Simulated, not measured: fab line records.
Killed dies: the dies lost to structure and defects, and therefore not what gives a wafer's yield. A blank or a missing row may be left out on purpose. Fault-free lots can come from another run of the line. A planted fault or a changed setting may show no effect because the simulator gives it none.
fab line records -- flow n5_finfet
[record] lots = 7, wafers = 21
route steps=1938 shown BEOL_M3@963 BEOL_M5@1123
start_h: hours from the record's opening day to when the first of the lot's shown wafers began -- wait_h: hours elapsed since this lot's preceding step -- " repeats the value in the row above -- L1.1+2: several wafers, shown together as one row -- - no value, or no start was given -- * or withheld: withheld -- < > ~ a bound
route shown NAME@n: a module of which the file shows steps, and the number in the route of the first -- usual: mean and standard deviation over wafers with no fault -- same: alike in all rows -- chamber/n: place in a boat -- sites: per-site readings -- _std_site: standard deviation of those values -- _edge_site: outer sites' mean less inner sites' -- radius_mm: for every site, how far away it sits from the centre of the wafer -- mask NAME#n: copy n -- behind: the last tool/chamber to shape the wafer -- hold: why the lot went on hold/how many hours it stayed there/how the hold came to an end -- device: whichever transistor did not switch (one of n, p or np) -- end of line: the route-end tests of the same wafers -- for a step that has no rows: nothing shown but its recipe -- killed: count of dies lost to structure and defects at first sort (not the wafer's yield) -- map: dies across one wafer; x = killed, . = not, _ = none there
set.NAME: the setting the step ran with; set.NAME@STEP: the setting that earlier step ran with -- model.NAME: the simulator's own value behind a step, which no gauge read
lots with deliberately changed settings; one table per step, one row per wafer
[[steps]]
[step N5_BEOL_M3_EXPOSE_25]
[recipe] mask_id = V2, na = 0.33, source_shape = quasar, sigma_inner = 0.2, sigma_outer = 0.8, polarization = unpolarized, defocus_nm = 5, dose_mj = 63
lot.wafer,tool,chamber,start_h,wait_h,mask,set.dose_mj
L076.1+3+4,euv_scanner-02,0,159.96,-,V2#0,63
L083.1+3,euv_scanner-02,0,199.44,-,V2#0,63
L083.4,euv_scanner-02,0,199.44,-,V2#0,64.46
L084.1+3+5,euv_scanner-02,0,207.38,-,V2#0,63
L086.1+2,euv_scanner-02,0,230.85,-,V2#0,63
L086.6,euv_scanner-02,0,230.85,-,V2#0,64.94
L090.1,euv_scanner-02,0,239.49,-,V2#0,64.31
L090.4+6,euv_scanner-02,0,239.49,-,V2#0,63
L096.1+3+4,euv_scanner-01,0,277.87,-,V2#0,63
L097.2+5,euv_scanner-02,0,281.75,-,V2#0,63
L097.4,euv_scanner-02,0,281.75,-,V2#0,60.36
[step N5_BEOL_M3_PEB_26]
[recipe] peb_temp_c = 100, peb_time_s = 60, resist = CAR-EUV
[step N5_BEOL_M3_DEVELOP_27]
[recipe] develop_time_s = 30, developer = TMAH, resist = CAR-EUV, rinse_liquid = surfactant_rinse, dry = air_spin, dev_temp_c = 23
lot.wafer,tool,chamber,start_h,wait_h,set.spin_rpm@BEOL_M3_COAT_22,model.CAR-EUV_of_BEOL_M3_COAT_22.thk_nm
L076.1+3+4,litho_track-02,0,-,-,1500,29.6
L083.1+3,litho_track-05,0,-,-,1638,28.4
L083.4,litho_track-05,0,-,-,1500,29.6
L084.1+3,litho_track-04,0,-,-,1500,29.6
L084.5,litho_track-04,0,-,-,1500,29.8
L086.1,litho_track-02,0,-,-,1500,29.6
L086.2,litho_track-02,0,-,-,1372,31
L086.6,litho_track-02,0,-,-,1500,29.8
L090.1+4+6,litho_track-02,0,-,-,1620,28.4
L096.1,litho_track-05,0,-,-,1363,31.2
L096.3+4,litho_track-05,0,-,-,1500,29.8
L097.2+4,litho_track-04,0,-,-,1500,29.8
L097.5,litho_track-04,0,-,-,1500,29.6
[step N5_BEOL_M3_DESCUM_33]
[recipe] chemistry = O2, time_s = 7, source_power_w = 50, bias_power_w = 20, pressure_mtorr = 20, rf_frequency_hz = 2.712e+07, temp_c = 40, resist = CAR-EUV, o2_flow_sccm = 225
lot.wafer,tool,chamber,start_h,wait_h,set.spin_rpm@BEOL_M3_COAT_22,model.CAR-EUV_of_BEOL_M3_COAT_22.thk_nm
L076.1+4,rie_diel-04,"0,1",160.23,0.0,1500,26.2
L076.3,rie_diel-04,2,160.23,0.0,1500,26
L083.1+3,rie_diel-06,"1,2",199.70,0.0,1638,24.8
L083.4,rie_diel-06,0,199.70,0.0,1500,26.2
L084.1+3+5,rie_diel-04,"1,0,1",207.65,0.0,1500,26.2
L086.1+6,rie_diel-02,"1,3",231.12,0.0,1500,26.2
L086.2,rie_diel-02,2,231.12,0.0,1372,27.6
L090.1+4+6,rie_diel-04,"2,1,0",239.76,0.0,1620,25
L096.1,rie_diel-04,0,278.14,0.0,1363,27.8
L096.3+4,rie_diel-04,"3,2",278.14,0.0,1500,26.2
L097.2+4,rie_diel-06,"3,2",282.06,0.1,1500,26.2
L097.5,rie_diel-06,1,282.06,0.1,1500,26
[step N5_BEOL_M5_EXPOSE_08]
[recipe] mask_id = M5, na = 0.33, source_shape = annular, sigma_inner = 0.4, sigma_outer = 0.8, polarization = unpolarized, target_cd_nm = 28, dose_mj = 35.75
lot.wafer,tool,chamber,start_h,wait_h,mask,set.dose_mj
L076.1+3+4,euv_scanner-02,0,194.90,-,M5#0,35.75
L083.1,euv_scanner-02,0,218.95,-,M5#0,34.77
L083.3+4,euv_scanner-02,0,218.95,-,M5#0,35.75
L084.1+3+5,euv_scanner-02,0,229.15,-,M5#0,35.75
L086.1+6,euv_scanner-02,0,250.26,-,M5#0,33.53
L086.2,euv_scanner-02,0,250.26,-,M5#0,35.75
L090.1+4+6,euv_scanner-01,0,263.07,-,M5#0,35.75
L096.1+3+4,euv_scanner-02,0,297.58,-,M5#0,35.75
L097.2+4,euv_scanner-01,0,299.77,-,M5#0,35.75
L097.5,euv_scanner-01,0,299.77,-,M5#0,37.64
[step N5_BEOL_M5_PEB_09]
[recipe] peb_temp_c = 100, peb_time_s = 60, resist = CAR-EUV
[step N5_BEOL_M5_DEVELOP_10]
[recipe] develop_time_s = 30, developer = TMAH, resist = CAR-EUV, rinse_liquid = surfactant_rinse, dry = air_spin, dev_temp_c = 23
[step N5_BEOL_M5_CD_MEAS_11]
[recipe] target_cd_nm = 27.74, landing_energy_ev = 500, detector = se_inlens
[usual] cd_nm = 28.12/0.22
lot.wafer,tool,chamber,start_h,wait_h,set.dose_mj@BEOL_M5_EXPOSE_08,cd_nm
L076.1,cd_sem-03,0,195.03,-,35.75,28.38
L076.3,cd_sem-03,0,195.03,-,35.75,28.18
L076.4,cd_sem-03,0,195.03,-,35.75,28.08
L083.1,cd_sem-01,0,219.07,-,34.77,27.56
L083.3,cd_sem-01,0,219.07,-,35.75,28.61
L083.4,cd_sem-01,0,219.07,-,35.75,28.01
L084.1,cd_sem-02,0,229.28,-,35.75,28.07
L084.3,cd_sem-02,0,229.28,-,35.75,27.63
L084.5,cd_sem-02,0,229.28,-,35.75,28.08
L086.1,cd_sem-02,0,250.38,-,33.53,26.40
L086.2,cd_sem-02,0,250.38,-,35.75,28.11
L086.6,cd_sem-02,0,250.38,-,33.53,26.75
L090.1,cd_sem-02,0,263.20,-,35.75,28.48
L090.4,cd_sem-02,0,263.20,-,35.75,28.05
L090.6,cd_sem-02,0,263.20,-,35.75,28.07
L096.1,cd_sem-02,0,297.71,-,35.75,28.11
L096.3,cd_sem-02,0,297.71,-,35.75,27.93
L096.4,cd_sem-02,0,297.71,-,35.75,28.21
L097.2,cd_sem-01,0,299.89,-,35.75,28.62
L097.4,cd_sem-01,0,299.89,-,35.75,28.34
L097.5,cd_sem-01,0,299.89,-,37.64,29.40
[step N5_BEOL_M5_DESCUM_16]
[recipe] chemistry = O2, time_s = 7, source_power_w = 50, bias_power_w = 20, pressure_mtorr = 20, rf_frequency_hz = 2.712e+07, temp_c = 40, resist = CAR-EUV, o2_flow_sccm = 225
lot.wafer,tool,chamber,start_h,wait_h,set.dose_mj@BEOL_M5_EXPOSE_08,model.BEOL_M5.cd_nm
L076.1+3,rie_diel-06,"2,3",195.35,0.2,35.75,28
L076.4,rie_diel-06,0,195.35,0.2,35.75,28.2
L083.1,rie_diel-02,0,219.21,0.1,34.77,27.6
L083.3+4,rie_diel-02,"3,1",219.21,0.1,35.75,28.4
L084.1+3+5,rie_diel-02,"2,1,0",229.40,0.0,35.75,28
L086.1,rie_diel-06,3,251.02,0.5,33.53,26.4
L086.2,rie_diel-06,0,251.02,0.5,35.75,28.2
L086.6,rie_diel-06,3,251.02,0.5,33.53,26.6
L090.1+6,rie_diel-04,"2,1",263.43,0.1,35.75,28.2
L090.4,rie_diel-04,3,263.43,0.1,35.75,28
L096.1+3+4,rie_diel-02,"1,3,0",297.92,0.1,35.75,28.2
L097.2+4,rie_diel-04,"0,1",300.01,0.0,35.75,28.4
L097.5,rie_diel-04,3,300.01,0.0,37.64,29.8
[step N5_BEOL_M5_ETCH_72]
[recipe] chemistry = N2/H2, target = underlayer, target_depth_a = 65, mask_material = CAR-EUV, time_s = 5.2, ion_energy_ev = 200, pressure_mtorr = 30, source_w = 840, bias_w = 150, n2_flow_sccm = 200, h2_flow_sccm = 200, ends = cleared
lot.wafer,tool,chamber,start_h,wait_h,set.dose_mj@BEOL_M5_EXPOSE_08,model.BEOL_M5.cd_nm
L076.1+3+4,rie_diel-06,"2,3,0",195.38,0.0,35.75,28
L083.1,rie_diel-02,0,219.25,0.0,34.77,27.6
L083.3+4,rie_diel-02,"3,1",219.25,0.0,35.75,28.4
L084.1+3+5,rie_diel-02,"2,1,0",229.44,0.0,35.75,28
L086.1,rie_diel-06,3,251.06,0.0,33.53,26.4
L086.2,rie_diel-06,0,251.06,0.0,35.75,28
L086.6,rie_diel-06,3,251.06,0.0,33.53,26.6
L090.1+6,rie_diel-04,"2,1",263.46,0.0,35.75,28.2
L090.4,rie_diel-04,3,263.46,0.0,35.75,28
L096.1,rie_diel-02,1,297.95,0.0,35.75,28
L096.3+4,rie_diel-02,"3,0",297.95,0.0,35.75,28.2
L097.2,rie_diel-04,0,300.04,0.0,35.75,28.4
L097.4,rie_diel-04,1,300.04,0.0,35.75,28.2
L097.5,rie_diel-04,3,300.04,0.0,37.64,29.6
[step N5_BEOL_M5_ETCH_61]
[recipe] chemistry = CF4, target = SiARC, target_depth_a = 156, mask_material = CAR-EUV, time_s = 26, ion_energy_ev = 80, pressure_mtorr = 40, source_w = 545, bias_w = 36, Ar_flow_sccm = 100, cf4_flow_sccm = 100, ends = cleared
lot.wafer,tool,chamber,start_h,wait_h,set.dose_mj@BEOL_M5_EXPOSE_08,model.BEOL_M5.cd_nm
L076.1,rie_diel-06,2,195.40,0.0,35.75,27.8
L076.3,rie_diel-06,3,195.40,0.0,35.75,28
L076.4,rie_diel-06,0,195.40,0.0,35.75,28.2
L083.1,rie_diel-02,0,219.27,0.0,34.77,27.6
L083.3,rie_diel-02,3,219.27,0.0,35.75,28.4
L083.4,rie_diel-02,1,219.27,0.0,35.75,28.6
L084.1,rie_diel-02,2,229.45,0.0,35.75,28
L084.3,rie_diel-02,1,229.45,0.0,35.75,28.2
L084.5,rie_diel-02,0,229.45,0.0,35.75,27.8
L086.1,rie_diel-06,3,251.07,0.0,33.53,26.4
L086.2,rie_diel-06,0,251.07,0.0,35.75,28.2
L086.6,rie_diel-06,3,251.07,0.0,33.53,26.6
L090.1+6,rie_diel-04,"2,1",263.48,0.0,35.75,28.2
L090.4,rie_diel-04,3,263.48,0.0,35.75,28
L096.1+3+4,rie_diel-02,"1,3,0",297.97,0.0,35.75,28.2
L097.2+4,rie_diel-04,"0,1",300.06,0.0,35.75,28.2
L097.5,rie_diel-04,3,300.06,0.0,37.64,29.6
[step N5_BEOL_M5_ETCH_62]
[recipe] chemistry = N2/H2, target = SOC, target_depth_a = 750, overetch_a = 150, mask_material = SiARC, temp_c = 40, time_s = 112.5, ion_energy_ev = 200, pressure_mtorr = 30, source_w = 840, bias_w = 150, n2_flow_sccm = 200, h2_flow_sccm = 200
lot.wafer,tool,chamber,start_h,wait_h,set.dose_mj@BEOL_M5_EXPOSE_08,model.BEOL_M5.cd_nm
L076.1+3+4,rie_diel-06,"2,3,0",195.43,0.0,35.75,28
L083.1,rie_diel-02,0,219.29,0.0,34.77,27.8
L083.3,rie_diel-02,3,219.29,0.0,35.75,28.4
L083.4,rie_diel-02,1,219.29,0.0,35.75,28.6
L084.1+3,rie_diel-02,"2,1",229.48,0.0,35.75,28.2
L084.5,rie_diel-02,0,229.48,0.0,35.75,28
L086.1+6,rie_diel-06,3,251.10,0.0,33.53,26.4
L086.2,rie_diel-06,0,251.10,0.0,35.75,28.2
L090.1+4+6,rie_diel-04,"2,3,1",263.51,0.0,35.75,28.2
L096.1,rie_diel-02,1,298.00,0.0,35.75,28
L096.3,rie_diel-02,3,298.00,0.0,35.75,28.2
L096.4,rie_diel-02,0,298.00,0.0,35.75,28.6
L097.2+4,rie_diel-04,"0,1",300.09,0.0,35.75,27.8
L097.5,rie_diel-04,3,300.09,0.0,37.64,29.6
[step N5_BEOL_M5_STRIP_63]
[recipe] chemistry = N2/H2, temp_c = 40, n2_flow_sccm = 200, h2_flow_sccm = 200, rf_frequency_hz = 6e+07
[step N5_BEOL_M5_STRIP_73]
[recipe] chemistry = N2/H2, temp_c = 40, n2_flow_sccm = 200, h2_flow_sccm = 200, rf_frequency_hz = 6e+07
[step N5_BEOL_M5_STRIP_64]
[recipe] chemistry = CF4, resist = SiARC, power_w = 300, bias_power_w = 75, pressure_mtorr = 50, cf4_flow_sccm = 150, rf_frequency_hz = 6e+07
[step N5_BEOL_M5_HM_OPEN_17]
[recipe] chemistry = Cl2/BCl3, target_depth_a = 200, overetch_a = 60, target = TiN, mask_material = SOC, ion_energy_ev = 150, pressure_mtorr = 10, icp_w = 1000, bias_w = 126, Cl2_flow_sccm = 53.25, bcl3_flow_sccm = 21.75, Ar_flow_sccm = 25
lot.wafer,tool,chamber,start_h,wait_h,set.dose_mj@BEOL_M5_EXPOSE_08,model.BEOL_M5.cd_nm
L076.1+4,rie_metal-02,0,195.60,0.0,35.75,27.8
L076.3,rie_metal-02,1,195.60,0.0,35.75,28
L083.1,rie_metal-01,1,219.46,0.0,34.77,27.8
L083.3,rie_metal-01,1,219.46,0.0,35.75,28.2
L083.4,rie_metal-01,1,219.46,0.0,35.75,28.6
L084.1+5,rie_metal-01,0,229.65,0.0,35.75,28
L084.3,rie_metal-01,0,229.65,0.0,35.75,28.2
L086.1,rie_metal-02,0,251.27,0.0,33.53,26.2
L086.2,rie_metal-02,1,251.27,0.0,35.75,28.2
L086.6,rie_metal-02,1,251.27,0.0,33.53,26.4
L090.1+6,rie_metal-03,"1,0",263.67,0.0,35.75,28.2
L090.4,rie_metal-03,0,263.67,0.0,35.75,28.4
L096.1+3,rie_metal-02,0,298.17,0.0,35.75,28
L096.4,rie_metal-02,1,298.17,0.0,35.75,28.6
L097.2,rie_metal-03,0,300.26,0.0,35.75,28
L097.4,rie_metal-03,0,300.26,0.0,35.75,27.8
L097.5,rie_metal-03,1,300.26,0.0,37.64,29.8
[step N5_BEOL_M5_STRIP_19]
[recipe] chemistry = O2, power_w = 400, temp_c = 40, pressure_mtorr = 30, rf_frequency_hz = 6e+07, bias_power_w = 0, overash_fraction = 0.2, o2_flow_sccm = 225
[step N5_BEOL_M5_CD_MEAS_18]
[recipe] pitch_nm = 56, target_cd_nm = 28
[usual] cd_nm = 28.09/0.3
lot.wafer,tool,chamber,start_h,wait_h,set.dose_mj@BEOL_M5_EXPOSE_08,cd_nm
L076.1,cd_sem-01,-,195.78,0.0,35.75,27.96
L076.3,cd_sem-01,-,195.78,0.0,35.75,27.79
L076.4,cd_sem-01,-,195.78,0.0,35.75,27.69
L083.1,cd_sem-03,-,219.73,0.0,34.77,27.80
L083.3,cd_sem-03,-,219.73,0.0,35.75,28.20
L083.4,cd_sem-03,-,219.73,0.0,35.75,28.73
L084.1,cd_sem-02,-,229.95,0.0,35.75,28.00
L084.3,cd_sem-02,-,229.95,0.0,35.75,27.99
L084.5,cd_sem-02,-,229.95,0.0,35.75,27.90
L086.1,cd_sem-02,-,251.56,0.0,33.53,26.29
L086.2,cd_sem-02,-,251.56,0.0,35.75,28.15
L086.6,cd_sem-02,-,251.56,0.0,33.53,26.35
L090.1,cd_sem-03,-,263.85,0.0,35.75,28.09
L090.4,cd_sem-03,-,263.85,0.0,35.75,28.36
L090.6,cd_sem-03,-,263.85,0.0,35.75,28.27
L096.1,cd_sem-03,-,298.35,0.0,35.75,28.26
L096.3,cd_sem-03,-,298.35,0.0,35.75,28.47
L096.4,cd_sem-03,-,298.35,0.0,35.75,28.80
L097.2,cd_sem-01,-,300.44,0.1,35.75,28.03
L097.4,cd_sem-01,-,300.44,0.1,35.75,28.13
L097.5,cd_sem-01,-,300.44,0.1,37.64,29.70
[step N5_BEOL_M5_COAT_65]
[recipe] resist = SOC, temp_c = 250, time_s = 60, spin_rpm = 1500, resist_thk_nm = 60
[step N5_BEOL_M5_COAT_66]
[recipe] resist = SiARC, temp_c = 220, time_s = 60, spin_rpm = 1500, resist_thk_nm = 12
[step N5_BEOL_M5_DESCUM_33]
[recipe] chemistry = O2, time_s = 7, source_power_w = 50, bias_power_w = 20, pressure_mtorr = 20, rf_frequency_hz = 2.712e+07, temp_c = 40, resist = CAR-EUV, o2_flow_sccm = 225
[step N5_BEOL_M5_ETCH_75]
[recipe] chemistry = N2/H2, target = underlayer, target_depth_a = 65, mask_material = CAR-EUV, time_s = 5.2, ion_energy_ev = 200, pressure_mtorr = 30, source_w = 840, bias_w = 150, n2_flow_sccm = 200, h2_flow_sccm = 200, ends = cleared
lot.wafer,tool,chamber,start_h,wait_h,set.dose_mj@BEOL_M5_EXPOSE_08,model.BEOL_M5.cd_nm
L076.1,rie_diel-06,1,197.65,0.0,35.75,28.6
L076.3,rie_diel-06,2,197.65,0.0,35.75,28.4
L076.4,rie_diel-06,0,197.65,0.0,35.75,28
L083.1,rie_diel-04,2,220.20,0.0,34.77,27.6
L083.3,rie_diel-04,1,220.20,0.0,35.75,28.4
L083.4,rie_diel-04,3,220.20,0.0,35.75,28.2
L084.1,rie_diel-02,2,231.75,0.0,35.75,27.6
L084.3,rie_diel-02,1,231.75,0.0,35.75,27.8
L084.5,rie_diel-02,1,231.75,0.0,35.75,28
L086.1,rie_diel-02,2,252.80,0.0,33.53,26.2
L086.2,rie_diel-02,0,252.80,0.0,35.75,28.4
L086.6,rie_diel-02,0,252.80,0.0,33.53,26.6
L090.1+6,rie_diel-06,"2,3",265.90,0.0,35.75,28
L090.4,rie_diel-06,1,265.90,0.0,35.75,28.4
L096.1,rie_diel-06,2,298.83,0.0,35.75,27.8
L096.3,rie_diel-06,3,298.83,0.0,35.75,28.2
L096.4,rie_diel-06,1,298.83,0.0,35.75,28.6
L097.2,rie_diel-02,3,304.99,0.0,35.75,28.2
L097.4,rie_diel-02,2,304.99,0.0,35.75,28
L097.5,rie_diel-02,2,304.99,0.0,37.64,30
[step N5_BEOL_M5_ETCH_67]
[recipe] chemistry = CF4, target = SiARC, target_depth_a = 156, mask_material = CAR-EUV, time_s = 26, ion_energy_ev = 80, pressure_mtorr = 40, source_w = 545, bias_w = 36, Ar_flow_sccm = 100, cf4_flow_sccm = 100, ends = cleared
lot.wafer,tool,chamber,start_h,wait_h,set.dose_mj@BEOL_M5_EXPOSE_08,model.BEOL_M5.cd_nm
L076.1+3,rie_diel-06,"1,2",197.66,0.0,35.75,28.4
L076.4,rie_diel-06,0,197.66,0.0,35.75,27.8
L083.1,rie_diel-04,2,220.22,0.0,34.77,27.6
L083.3+4,rie_diel-04,"1,3",220.22,0.0,35.75,28.4
L084.1,rie_diel-02,2,231.77,0.0,35.75,27.8
L084.3,rie_diel-02,1,231.77,0.0,35.75,28
L084.5,rie_diel-02,1,231.77,0.0,35.75,28.2
L086.1,rie_diel-02,2,252.82,0.0,33.53,26.4
L086.2,rie_diel-02,0,252.82,0.0,35.75,28.4
L086.6,rie_diel-02,0,252.82,0.0,33.53,26.8
L090.1+6,rie_diel-06,"2,3",265.92,0.0,35.75,28
L090.4,rie_diel-06,1,265.92,0.0,35.75,28.4
L096.1,rie_diel-06,2,298.84,0.0,35.75,27.8
L096.3,rie_diel-06,3,298.84,0.0,35.75,28.2
L096.4,rie_diel-06,1,298.84,0.0,35.75,28.6
L097.2+4,rie_diel-02,"3,2",305.01,0.0,35.75,28.2
L097.5,rie_diel-02,2,305.01,0.0,37.64,30
[step N5_BEOL_M5_ETCH_68]
[recipe] chemistry = N2/H2, target = SOC, target_depth_a = 800, overetch_a = 160, mask_material = SiARC, temp_c = 40, time_s = 120, ion_energy_ev = 200, pressure_mtorr = 30, source_w = 840, bias_w = 150, n2_flow_sccm = 200, h2_flow_sccm = 200
[step N5_BEOL_M5_STRIP_69]
[recipe] chemistry = N2/H2, temp_c = 40, n2_flow_sccm = 200, h2_flow_sccm = 200, rf_frequency_hz = 6e+07
[step N5_BEOL_M5_STRIP_85]
[recipe] chemistry = C4F6/O2, resist = SiARC, rf_frequency_hz = 6e+07
[step N5_BEOL_M5_STRIP_36]
[recipe] chemistry = N2/H2, power_w = 450, temp_c = 40, pressure_mtorr = 20, rf_frequency_hz = 6e+07, overash_fraction = 0.3, bias_power_w = 7, h2_frac = 0.5, n2_flow_sccm = 200, h2_flow_sccm = 200
[step N5_BEOL_M5_TRENCH_ETCH_37]
[recipe] chemistry = C4F6/O2, target_depth_a = 716.52, target = SiCOH_lowk, time_s = 24.7, ion_energy_ev = 250, pressure_mtorr = 30, source_w = 345, bias_w = 185, Ar_flow_sccm = 300, C4F6_flow_sccm = 10, O2_flow_sccm = 10
lot.wafer,tool,chamber,start_h,wait_h,set.dose_mj@BEOL_M5_EXPOSE_08,model.BEOL_M5.cd_nm
L076.1+3,rie_diel-06,"1,2",-,-,35.75,28
L076.4,rie_diel-06,0,-,-,35.75,27.8
L083.1,rie_diel-04,2,-,-,34.77,27.6
L083.3,rie_diel-04,1,-,-,35.75,28.2
L083.4,rie_diel-04,3,-,-,35.75,28.4
L084.1,rie_diel-02,2,-,-,35.75,28
L084.3+5,rie_diel-02,1,-,-,35.75,28.2
L086.1,rie_diel-02,2,-,-,33.53,26.2
L086.2,rie_diel-02,0,-,-,35.75,28.4
L086.6,rie_diel-02,0,-,-,33.53,26.6
L090.1+4,rie_diel-06,"2,1",-,-,35.75,28.4
L090.6,rie_diel-06,3,-,-,35.75,28.2
L096.1+3,rie_diel-06,"2,3",-,-,35.75,28
L096.4,rie_diel-06,1,-,-,35.75,28.6
L097.2+4,rie_diel-02,"3,2",-,-,35.75,27.8
L097.5,rie_diel-02,2,-,-,37.64,29.8
[step N5_BEOL_M5_ETCH_41]
[recipe] chemistry = CH3F/O2, target = SiCN, target_depth_a = 315, taper_deg = 2, time_s = 56.7, ion_energy_ev = 120, mask_material = TiN, pressure_mtorr = 30, source_w = 395, bias_w = 75, Ar_flow_sccm = 150, CH3F_flow_sccm = 30, O2_flow_sccm = 20
[step N5_BEOL_M5_STRIP_91]
[recipe] chemistry = N2/H2, time_s = 10, power_w = 450, temp_c = 40, pressure_mtorr = 20, rf_frequency_hz = 6e+07, bias_power_w = 7, n2_flow_sccm = 200, h2_flow_sccm = 200
[step N5_BEOL_M5_PRECLEAN_42]
[recipe] chemistry = residue_remover, time_s = 60, temp_c = 40
[step N5_BEOL_M5_SRD_43]
[recipe] time_s = 30, temp_c = 23, rinse_liquid = diw, dry = ipa_marangoni
[step N5_BEOL_M5_CD_MEAS_35]
[recipe] target_cd_nm = 28, target_cd_y_nm = 24, polarity = opening
[usual] cd_nm = 28.1/0.31
lot.wafer,tool,chamber,start_h,wait_h,set.dose_mj@BEOL_M5_EXPOSE_08,cd_nm
L076.1,cd_sem-01,-,198.18,0.0,35.75,27.9
L076.3,cd_sem-01,-,198.18,0.0,35.75,28.0
L076.4,cd_sem-01,-,198.18,0.0,35.75,27.7
L083.1,cd_sem-02,-,220.74,0.0,34.77,27.4
L083.3,cd_sem-02,-,220.74,0.0,35.75,28.5
L083.4,cd_sem-02,-,220.74,0.0,35.75,28.3
L084.1,cd_sem-01,-,232.29,0.0,35.75,28.0
L084.3,cd_sem-01,-,232.29,0.0,35.75,28.0
L084.5,cd_sem-01,-,232.29,0.0,35.75,28.2
L086.1,cd_sem-02,-,253.34,0.0,33.53,26.2
L086.2,cd_sem-02,-,253.34,0.0,35.75,28.2
L086.6,cd_sem-02,-,253.34,0.0,33.53,26.4
L090.1,cd_sem-01,-,266.44,0.0,35.75,28.1
L090.4,cd_sem-01,-,266.44,0.0,35.75,28.6
L090.6,cd_sem-01,-,266.44,0.0,35.75,28.2
L096.1,cd_sem-01,-,299.36,0.0,35.75,28.0
L096.3,cd_sem-01,-,299.36,0.0,35.75,28.1
L096.4,cd_sem-01,-,299.36,0.0,35.75,28.7
L097.2,cd_sem-01,-,305.53,0.0,35.75,27.7
L097.4,cd_sem-01,-,305.53,0.0,35.75,27.4
L097.5,cd_sem-01,-,305.53,0.0,37.64,30.1
[[key]]
[split] step = N5_BEOL_M3_EXPOSE_25, setting = dose_mj, stated = 63, by = wafer
response none clear
[split] step = N5_BEOL_M5_EXPOSE_08, setting = dose_mj, stated = 35.75, by = wafer
[response] step = N5_BEOL_M5_CD_MEAS_11, reading = cd_nm, change = +0.222, per = 1%, r = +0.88
[response] step = N5_BEOL_M5_DESCUM_16, reading = model.BEOL_M5.cd_nm, change = +0.272, per = 1%, r = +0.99
[response] step = N5_BEOL_M5_ETCH_72, reading = model.BEOL_M5.cd_nm, change = +0.248, per = 1%, r = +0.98
[response] step = N5_BEOL_M5_ETCH_61, reading = model.BEOL_M5.cd_nm, change = +0.276, per = 1%, r = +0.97
[response] step = N5_BEOL_M5_ETCH_62, reading = model.BEOL_M5.cd_nm, change = +0.305, per = 1%, r = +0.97
[response] step = N5_BEOL_M5_HM_OPEN_17, reading = model.BEOL_M5.cd_nm, change = +0.317, per = 1%, r = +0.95
[response] step = N5_BEOL_M5_CD_MEAS_18, reading = cd_nm, change = +0.294, per = 1%, r = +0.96
[response] step = N5_BEOL_M5_ETCH_75, reading = model.BEOL_M5.cd_nm, change = +0.329, per = 1%, r = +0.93
split outside_this_file step=N5_BEOL_M3_COAT_22 setting=spin_rpm
// split outside_this_file: this setting was split too, and the file shows its column; the key of that split is in another file
